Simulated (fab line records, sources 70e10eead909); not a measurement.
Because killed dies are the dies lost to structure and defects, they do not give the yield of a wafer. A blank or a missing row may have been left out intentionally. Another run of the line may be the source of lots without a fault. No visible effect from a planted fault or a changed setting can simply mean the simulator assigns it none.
Comparing a struck lot with a sound one | flow nand-harc | 13 out of 1302 route steps
Sound: wafers L258.1, L258.5, L258.6. Wafers L263.1, L263.3, L263.6 were the ones struck. The cause is named last.
Each step with rows lists, per side, the tool, then ch with its chambers, then its first start. Under that, the readings that differ: sound wafers | struck wafers | difference of the means | sigmas: that difference in standard deviations of wafers without a fault.
alike: readings whose means differ by less than 2 such deviations, and words and numbers that are the same on both sides. not compared: withheld readings, readings that some wafer has no value for, bounds like >300 that may hide the same value, and numbers for which the record gives no deviation and whose values overlap.
Wherever a step has rows on one side only, a row that says differs or no value, or a row with sigmas, the two part there. Non-overlapping numbers with no deviation appear without sigmas and do not part them. A reading that every wafer of one side lacks parts them only if that side has two wafers or more.

NHARC_P_ZERO_WELL_DESCUM_39: chemistry O2, time 3 s.
  sound on rie-diel-05 ch 0,3, day 4 02:18; struck on rie-diel-05 ch 0,2, day 6 04:23
  alike: drypump-motor-current-A, oes-product-au, rf-vpp-V, showerhead-plenum-p-Torr, throttle-valve-pct
  not compared: rf-hours-counter-h
then, 11 steps without rows for these wafers: NHARC_P_ZERO_WELL_IMPLANT_40; NHARC_P_ZERO_WELL_IMPLANT_59; NHARC_P_ZERO_WELL_IMPLANT_60; NHARC_P_ZERO_WELL_STRIP_41 (strips in SPM, time 840 s); NHARC_P_ZERO_WELL_DEHYDRATE_44 (time 120 s); NHARC_P_ZERO_WELL_HMDS_45 (time 30 s); NHARC_P_ZERO_WELL_COAT_46; NHARC_P_ZERO_WELL_SOFTBAKE_47 (time 95 s); NHARC_P_ZERO_WELL_EBR_48; NHARC_P_ZERO_WELL_EXPOSE_49 (exposes mask P HVPW, target cd 2000 nm); NHARC_P_ZERO_WELL_PEB_50 (peb time 85 s).
NHARC_P_ZERO_WELL_DEVELOP_51: time 70 s.
  struck on litho-track-03, day 6 05:00; sound on litho-track-03 ch 0, day 4 03:00
  no value came back on the struck wafers for chill-plate-temp-C (C), exhaust-pa (Pa); on the sound wafers chill-plate-temp-C (C) reads 22.99 22.99 22.87

WHERE THEY PART
At NHARC_P_ZERO_WELL_DEVELOP_51 and nowhere else, as far as this record goes.

WHY: what the simulator had put in
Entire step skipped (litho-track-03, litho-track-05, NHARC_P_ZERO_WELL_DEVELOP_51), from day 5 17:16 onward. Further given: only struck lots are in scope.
